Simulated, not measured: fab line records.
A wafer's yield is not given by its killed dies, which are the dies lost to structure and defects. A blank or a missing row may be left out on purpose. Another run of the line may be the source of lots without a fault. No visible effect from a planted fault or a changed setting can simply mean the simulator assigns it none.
Chamber matching | flow n5-finfet | N5_MOL_CONTACT_COAG_ETCHBACK_134 on rie-diel-01 has 4 sister chambers
The step etches SiO2 in CHF3, target depth 10 nm, time 6.7 s. 14 wafers are shown with their chamber, then 7 later ones without.

== EACH WAFER AND ITS CHAMBER ==
wafer  | chamber | showerhead-plenum-p-Torr (Torr) | rf-vpp-V (V) | throttle-valve-pct (%)
L076.1 | 3       | 2.36                            | 518          | 19.14
L076.3 | 0       | 2.41                            | 512          | 18.72
L076.5 | 0       | 2.42                            | 512          | 18.70
L078.3 | 1       | 2.34                            | 516          | 19.14
L078.5 | 1       | 2.34                            | 516          | 19.15
L078.6 | 0       | 2.41                            | 512          | 18.73
L079.2 | 1       | 2.34                            | 517          | 19.13
L079.5 | 1       | 2.34                            | 517          | 19.14
L079.6 | 0       | 2.41                            | 514          | 18.72
L082.1 | 0       | 2.41                            | 513          | 18.72
L082.2 | 3       | 2.36                            | 516          | 18.75
L082.5 | 2       | 2.34                            | 530          | 18.66
L086.1 | 1       | 2.33                            | 518          | 18.71
L086.5 | 0       | 2.40                            | 512          | 18.75

SIGNATURES (means of the wafers above)
reading                  | chamber 0 | chamber 1 | chamber 2 | chamber 3 | scatter within a chamber
showerhead-plenum-p-Torr | 2.4100    | 2.3380    | 2.3400    | 2.3600    | 0.00529
rf-vpp-V                 | 512.50    | 516.80    | 530.00    | 517.00    | 0.911
throttle-valve-pct       | 18.7233   | 19.0540   | 18.6600   | 18.9450   | 0.15
Rule: distance of a wafer from a chamber = root of the sum over the readings of ((wafer's reading minus chamber's mean) / reading's scatter) squared. If the next closest chamber is less than 2 further off than the closest, the wafer can't be placed; otherwise it belongs to the closest. How the scatter is found: for the shown wafers, subtract from each reading the mean of its chamber, square and add these, divide the total by (wafers less chambers), then take the root.

== WAFERS MISSING THEIR CHAMBER ==
wafer  | showerhead-plenum-p-Torr (Torr) | rf-vpp-V (V) | throttle-valve-pct (%)
L086.6 | 2.33                            | 515          | 18.72
L092.1 | 2.33                            | 530          | 18.18
L092.2 | 2.33                            | 515          | 18.73
L092.3 | 2.35                            | 518          | 18.77
L094.2 | 2.35                            | 517          | 18.80
L094.4 | 2.40                            | 512          | 18.77
L094.5 | 2.40                            | 512          | 18.78

== WHICH CHAMBER EACH WENT THROUGH ==
wafer  | from the rows above     | in truth
L086.6 | 1                       | 1
L092.1 | 2                       | 2
L092.2 | 1                       | 1
L092.3 | can't be placed: 3 or 1 | 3
L094.2 | can't be placed: 3 or 1 | 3
L094.4 | 0                       | 0
L094.5 | 0                       | 0
5 of 7 placed correctly. Not placeable from these rows: 2 (in 2, the candidates include the true chamber). Placed wrongly: 0.
